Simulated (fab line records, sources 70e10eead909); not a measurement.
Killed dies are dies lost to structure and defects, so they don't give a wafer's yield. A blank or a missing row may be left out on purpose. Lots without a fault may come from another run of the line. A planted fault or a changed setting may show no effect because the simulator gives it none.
Chamber matching | flow nand_harc | NHARC_A_CHANNEL_FILL_D1_ALD_16 on ald_hk-03: 4 sister chambers
The step deposits SiO2, target thk 1.5 nm, pulse time 10 s, ald cycles 15. 4 wafers are shown with their chamber, then 8 later ones without.

WAFERS WITH THEIR CHAMBER
wafer  | chamber | heater_power_w (W)
L088.1 | 1       | 492
L088.4 | 2       | 561
L088.5 | 0       | 479
L090.1 | 3       | 407

WAFERS WITHOUT THEIR CHAMBER
wafer  | heater_power_w (W)
L090.2 | 490
L090.3 | 491
L092.1 | 490
L092.2 | 550
L092.5 | 478
L095.1 | 545
L095.3 | 492
L095.4 | 388

WHICH CHAMBER EACH WENT THROUGH
wafer  | from the rows above     | in truth
L090.2 | can't be placed: 1 or 0 | 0
L090.3 | can't be placed: 1 or 0 | 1
L092.1 | can't be placed: 1 or 0 | 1
L092.2 | 2                       | 2
L092.5 | can't be placed: 0 or 1 | 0
L095.1 | 2                       | 2
L095.3 | can't be placed: 1 or 0 | 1
L095.4 | 3                       | 3
Placed correctly: 3 of 8. Can't be placed from these rows: 5 (the true chamber is among the candidates in 5). Placed wrongly: 0.
How it was worked out, from the rows above alone: a wafer's distance from a chamber is the root of the sum, over the readings, of the square of ((its reading less the chamber's mean) divided by the reading's scatter). The wafer belongs to the nearest chamber; if the next one is less than 2 further off, it can't be placed. A chamber's mean is the mean of its shown wafers. The scatter: with one shown wafer a chamber, the root of the mean of the squares of how far each hidden wafer lies from its nearest shown one.
